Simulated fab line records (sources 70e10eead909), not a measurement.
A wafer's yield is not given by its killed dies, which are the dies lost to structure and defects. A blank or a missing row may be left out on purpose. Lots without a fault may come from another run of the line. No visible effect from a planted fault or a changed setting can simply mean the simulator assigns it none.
Which tool did it? ; flow nandHarc ; 24 lots, 72 wafers sampled, at 6 steps of a route of 1302

== WHAT EACH GAUGE READ, for each wafer ==
NHARC_P_M0_INSPECT_11.
lot;measured;on;rawDefectCount
L074;day 6 02:31;defectInspect-01;6 3 1
L075;day 6 12:22;defectInspect-02;9 3 4
L076;day 7 02:23;defectInspect-01;3 1 2
L077;day 7 05:16;defectInspect-02;1 9 2
L078;day 7 12:47;defectInspect-01;6 8 4
L079;day 8 05:44;defectInspect-02;6 3 3
L080;day 8 06:40;defectInspect-01;4 1 3
L081;day 8 21:13;defectInspect-01;4 4 5
L082;day 9 10:31;defectInspect-02;5 2 1
L083;day 9 16:14;defectInspect-01;3 4 5
L084;day 10 13:05;defectInspect-01;4 6 5
L085;day 10 18:56;defectInspect-01;3 3 5
L086;day 11 04:22;defectInspect-02;7 1 3
L087;day 11 12:22;defectInspect-02;4 7 3
L088;day 12 09:19;defectInspect-02;6 1 3
L089;day 12 10:46;defectInspect-02;6 3 2
L090;day 12 22:19;defectInspect-02;5 7 11
L091;day 13 00:22;defectInspect-01;3 0 2
L092;day 13 14:35;defectInspect-01;12 6 13
L093;day 13 23:08;defectInspect-01;5 1 4
L094;day 14 13:25;defectInspect-02;4 0 4
L095;day 14 14:07;defectInspect-01;4 5 7
L096;day 15 01:10;defectInspect-01;5 4 2
L097;day 15 12:51;defectInspect-02;6 2 4

NHARC_P_M0_THK_MEAS_24: measures by xrf.
lot;measured;on;thkNm (nm)
L074;day 6 04:54;filmMetro-01;117.7 119.7 117.9
L075;day 6 14:45;filmMetro-01;119.8 118.8 119.2
L076;day 7 04:49;filmMetro-01;117.3 119.9 117.1
L077;day 7 07:41;filmMetro-01;118.8 117.6 119.2
L078;day 7 15:10;filmMetro-01;118.6 116.5 118.3
L079;day 8 08:07;filmMetro-02;114.9 116.4 119.0
L080;day 8 09:17;filmMetro-01;120.1 116.3 117.9
L081;day 8 23:35;filmMetro-01;118.3 116.6 116.6
L082;day 9 12:52;filmMetro-01;118.6 120.0 117.8
L083;day 9 18:38;filmMetro-02;116.3 116.8 117.1
L084;day 10 15:32;filmMetro-02;116.6 114.8 119.4
L085;day 10 21:20;filmMetro-01;119.1 119.1 119.8
L086;day 11 06:45;filmMetro-01;118.7 119.1 119.1
L087;day 11 14:46;filmMetro-02;116.2 116.5 115.7
L088;day 12 11:41;filmMetro-02;117.8 117.6 116.3
L089;day 12 13:08;filmMetro-01;118.4 118.5 117.5
L090;day 13 00:41;filmMetro-02;117.0 117.9 116.9
L091;day 13 02:47;filmMetro-02;118.1 116.2 116.1
L092;day 13 17:01;filmMetro-02;118.4 117.2 117.8
L093;day 14 01:30;filmMetro-02;119.8 120.6 119.8
L094;day 14 15:50;filmMetro-01;120.0 120.2 121.4
L095;day 14 16:29;filmMetro-01;118.9 119.9 119.6
L096;day 15 03:35;filmMetro-01;120.6 117.3 116.3
L097;day 15 15:13;filmMetro-01;119.1 117.1 118.0

NHARC_P_M1_OVL_MEAS_10: pitch 260 nm.
lot;measured;on;overlayXNm (nm);overlayYNm (nm)
L074;day 6 06:31;overlay-01;0.6 0.1 0.6;0.3 0.4 0.5
L075;day 6 16:23;overlay-02;-0.5 -0.2 -0.2;-0.1 -1.1 -1.2
L076;day 7 06:22;overlay-01;0.4 0.3 0.1;-0.5 -0.5 -0.1
L077;day 7 09:29;overlay-02;0.0 -0.3 -0.4;0.9 0.5 0.3
L078;day 7 16:56;overlay-02;0.1 0.3 0.1;1.0 0.4 0.1
L079;day 8 09:38;overlay-01;0.4 0.1 0.8;-0.3 -1.3 -1.1
L080;day 8 10:47;overlay-01;-0.7 -0.8 -0.4;-1.2 -0.1 -0.3
L081;day 9 01:17;overlay-02;-0.9 -1.3 -1.2;1.1 1.7 1.9
L082;day 9 14:23;overlay-01;-0.6 0.1 0.3;-0.4 -0.3 -0.4
L083;day 9 20:09;overlay-02;0.1 -0.6 0.7;0.4 0.5 -0.1
L084;day 10 17:01;overlay-01;-0.3 0.1 -0.1;0.9 0.9 0.9
L085;day 10 22:53;overlay-02;-0.4 -0.8 -0.9;0.3 0.2 0.3
L086;day 11 08:14;overlay-01;-2.1 -2.3 -2.3;1.9 1.8 1.7
L087;day 11 16:23;overlay-01;1.1 0.6 0.4;0.3 0.0 0.3
L088;day 12 13:19;overlay-02;0.0 0.2 0.4;-0.3 -0.3 -0.2
L089;day 12 14:46;overlay-01;1.4 1.0 0.9;-0.9 -0.7 -0.1
L090;day 13 02:19;overlay-01;1.3 1.6 1.0;1.5 1.0 2.1
L091;day 13 04:19;overlay-02;-0.6 -0.7 -0.5;-0.8 -0.9 -0.5
L092;day 13 18:49;overlay-01;-1.5 -1.0 -1.6;-0.5 -0.5 -0.2
L093;day 14 03:25;overlay-02;0.3 -0.1 0.1;-0.7 -1.1 -0.8
L094;day 14 17:20;overlay-02;-0.4 -0.1 -0.5;0.4 0.1 0.7
L095;day 14 18:08;overlay-01;1.5 1.3 1.4;-1.0 -1.2 -1.2
L096;day 15 05:16;overlay-01;-1.0 -1.0 0.0;0.1 0.5 0.5
L097;day 15 16:51;overlay-01;-1.4 -1.6 -1.4;-0.1 -0.2 0.4

NHARC_A_START_INSPECT_01.
lot;measured;on;rawDefectCount
L074;day 6 18:34;defectInspect-02;3 3 6
L075;day 7 04:08;defectInspect-01;5 7 2
L076;day 7 19:10;defectInspect-02;5 4 3
L077;day 7 21:42;defectInspect-02;5 2 5
L078;day 8 04:52;defectInspect-01;1 2 3
L079;day 8 21:23;defectInspect-02;4 3 6
L080;day 8 22:33;defectInspect-01;4 4 6
L081;day 9 13:13;defectInspect-01;0 3 3
L082;day 10 02:13;defectInspect-01;2 2 4
L083;day 10 07:58;defectInspect-02;3 3 5
L084;day 11 04:47;defectInspect-01;7 3 7
L085;day 11 10:38;defectInspect-01;6 4 5
L086;day 11 20:05;defectInspect-01;2 2 2
L087;day 12 05:36;defectInspect-01;5 2 2
L088;day 13 01:17;defectInspect-02;3 1 4
L089;day 13 02:36;defectInspect-01;7 4 8
L090;day 13 14:30;defectInspect-02;5 5 2
L091;day 13 16:25;defectInspect-01;3 0 4
L092;day 14 07:21;defectInspect-01;2 4 2
L093;day 14 16:49;defectInspect-02;4 3 2
L094;day 15 05:32;defectInspect-02;2 4 7
L095;day 15 06:19;defectInspect-02;1 5 4
L096;day 15 17:29;defectInspect-01;3 6 2
L097;day 16 05:11;defectInspect-02;3 4 1

== WHICH TOOL RAN EACH LOT (tool, then ch and the chambers of the sampled wafers, then the start) ==
lot;NHARC_P_M0_ETCH_34;NHARC_P_M1_ETCH_15
L074;rieDiel-05 ch 2,3, day 6 02:40;rieDiel-07 ch 1,2,3, day 6 18:34 or earlier
L075;rieDiel-01 ch 0,2,3, day 6 12:31;rieDiel-07 ch 1,3, day 7 04:08 or earlier
L076;rieDiel-11 ch 0,1,2, day 7 02:32;rieDiel-02 ch 0,1, day 7 19:10 or earlier
L077;rieDiel-01 ch 0,2, day 7 05:25;rieDiel-07 ch 1,2,3, day 7 21:42 or earlier
L078;rieDiel-11 ch 0,3, day 7 12:56;rieDiel-07 ch 0,1, day 8 04:52 or earlier
L079;rieDiel-01 ch 0,2, day 8 05:53;rieDiel-07 ch 0,1,3, day 8 21:23 or earlier
L080;rieDiel-05 ch 0,2, day 8 06:53;rieDiel-07 ch 0,2,3, day 8 22:33 or earlier
L081;rieDiel-11 ch 0,2, day 8 21:22;rieDiel-07 ch 2,3, day 9 13:13 or earlier
L082;rieDiel-11 ch 2,3, day 9 10:40;rieDiel-07 ch 2,3, day 10 02:13 or earlier
L083;rieDiel-05 ch 0,2, day 9 16:25;rieDiel-02 ch 0,1,3, day 10 07:58 or earlier
L084;rieDiel-01 ch 0,3, day 10 13:17;rieDiel-02 ch 1,2, day 11 04:47 or earlier
L085;rieDiel-11 ch 0,2, day 10 19:05;rieDiel-07 ch 0,2,3, day 11 10:38 or earlier
L086;rieDiel-01 ch 0,3, day 11 04:31;rieDiel-02 ch 0,2, day 11 20:05 or earlier
L087;rieDiel-01 ch 0,1,2, day 11 12:31;rieDiel-02 ch 0,1,2, day 12 05:36 or earlier
L088;rieDiel-11 ch 0,1,3, day 12 09:28;rieDiel-07 ch 0,1,3, day 13 01:17 or earlier
L089;rieDiel-11 ch 1,2,3, day 12 10:56;rieDiel-09 ch 0,1, day 13 02:36 or earlier
L090;rieDiel-11 ch 0,1,3, day 12 22:28;rieDiel-07 ch 0,1,3, day 13 14:30 or earlier
L091;rieDiel-05 ch 0,2,3, day 13 00:31;rieDiel-02 ch 0,2, day 13 16:25 or earlier
L092;rieDiel-11 ch 1,2,3, day 13 14:47;rieDiel-02 ch 1,2,3, day 14 07:21 or earlier
L093;rieDiel-11 ch 1,2,3, day 13 23:17;rieDiel-02 ch 0,1,3, day 14 16:49 or earlier
L094;rieDiel-11 ch 0,1,2, day 14 13:34;rieDiel-07 ch 1,2,3, day 15 05:32 or earlier
L095;rieDiel-11 ch 0,1, day 14 14:16;rieDiel-02 ch 1,3, day 15 06:19 or earlier
L096;rieDiel-11 ch 0,3, day 15 01:19;rieDiel-02 ch 0,2,3, day 15 17:29 or earlier
L097;rieDiel-05 ch 0,1,2, day 15 13:00;rieDiel-07 ch 1,2,3, day 16 05:11 or earlier
- NHARC_P_M0_ETCH_34: etches the open film in N2/H2, target depth 40 nm, overetch 12 nm, time 43.94 s.
- NHARC_P_M1_ETCH_15: etches the open film in C4F8/Ar, target depth 182.5 nm, time 91.2 s.

== WHAT THE TOOLS THEMSELVES READ (means of the sampled wafers that have a number; where no wafer has one, the mark that the record gives instead) ==
NHARC_P_M0_ETCH_34.
lot;tool;drypumpMotorCurrentA (A);mfcArSccm (sccm);oesProductAu (a.u.);rfFwdPowerW (W);rfVppV (V);showerheadPlenumPTorr (Torr);throttleValvePct (%)
L074;rieDiel-05;5.7;0.000;1.006;394.3;430;2.05;14.178
L075;rieDiel-01;6.0;0.006;1.005;394.4;429;2.00;14.166
L076;rieDiel-11;5.8;0.007;1.004;395.5;430;2.02;14.175
L077;rieDiel-01;6.1;0.006;0.997;392.7;428;1.95;14.174
L078;rieDiel-11;5.2;0.007;1.002;396.0;433;2.16;14.177
L079;rieDiel-01;6.2;0.013;0.995;395.2;428;1.95;14.168
L080;rieDiel-05;5.3;0.023;1.002;396.4;432;2.10;14.169
L081;rieDiel-11;5.6;0.015;0.988;394.3;431;2.02;14.162
L082;rieDiel-11;5.6;0.018;0.987;395.3;430;2.01;14.172
L083;rieDiel-05;5.6;0.012;1.007;395.6;433;2.11;14.181
L084;rieDiel-01;5.8;0.000;1.001;392.5;431;2.03;14.174
L085;rieDiel-11;5.7;0.015;0.994;394.7;430;2.02;14.176
L086;rieDiel-01;5.9;0.000;1.005;392.2;429;1.99;14.175
L087;rieDiel-01;5.8;0.009;0.990;394.6;428;1.97;14.165
L088;rieDiel-11;5.5;0.004;1.014;395.1;431;2.08;14.167
L089;rieDiel-11;5.6;0.011;1.004;396.7;429;1.99;14.176
L090;rieDiel-11;5.5;0.004;0.999;396.3;431;2.08;14.166
L091;rieDiel-05;5.4;0.012;1.010;395.6;433;2.13;14.173
L092;rieDiel-11;5.7;0.011;1.011;396.0;429;1.99;14.168
L093;rieDiel-11;5.6;0.011;1.006;396.0;429;1.99;14.158
L094;rieDiel-11;5.8;0.007;1.010;394.8;430;2.01;14.166
L095;rieDiel-11;5.6;0.000;1.006;393.5;431;2.09;14.170
L096;rieDiel-11;5.2;0.007;1.008;395.5;435;2.15;14.166
L097;rieDiel-05;5.5;0.016;1.010;395.1;433;2.12;14.181

NHARC_P_M1_ETCH_15.
lot;tool;oesProductAu (a.u.);rfFwdPowerW (W);rfVppV (V)
L074;rieDiel-07;0.965;595.6;440.2
L075;rieDiel-07;0.970;596.3;439.2
L076;rieDiel-02;0.962;595.8;440.3
L077;rieDiel-07;0.960;596.1;440.0
L078;rieDiel-07;0.958;596.2;437.9
L079;rieDiel-07;0.926;594.8;439.1
L080;rieDiel-07;0.964;595.9;440.5
L081;rieDiel-07;0.963;596.3;441.0
L082;rieDiel-07;0.956;595.4;441.9
L083;rieDiel-02;0.966;598.2;439.8
L084;rieDiel-02;0.962;595.6;440.4
L085;rieDiel-07;0.967;595.5;440.3
L086;rieDiel-02;0.963;594.5;440.7
L087;rieDiel-02;0.957;596.2;440.4
L088;rieDiel-07;0.940;596.1;439.7
L089;rieDiel-09;0.930;593.9;443.2
L090;rieDiel-07;0.925;596.5;439.4
L091;rieDiel-02;0.950;593.6;440.7
L092;rieDiel-02;0.926;597.2;439.4
L093;rieDiel-02;0.954;596.9;439.9
L094;rieDiel-07;0.926;596.0;439.0
L095;rieDiel-02;0.923;597.2;439.6
L096;rieDiel-02;0.929;598.9;440.4
L097;rieDiel-07;0.933;596.4;438.9

== THE ANSWER, worked out from the rows above alone ==
Rule: the usual values come from the lots themselves. Put in order of their means at a reading, lots are off if they are a third of the lots or fewer, leave a main group of 4 or more, and stand apart from it by a gap of 3 or more times the standard deviation of the main group's means; of several such gaps the widest counts. The tables above print the reading to a certain number of digits; a main group whose means all agree to those digits is not used. Also off: a lot with no number at a reading for which 4 or more lots have one. Any other lot the step has rows for is counted as sound. The gauges are gone through in route order, then the tools' own readings, and for those a lot's mean is taken as printed above. At the first step where some lot is off, the reading lying furthest off is the one used; lots without a number count as furthest.
No lot is off on any of the readings shown, so nothing can be concluded from this.

== WHAT THE SIMULATOR HAD PUT IN ==
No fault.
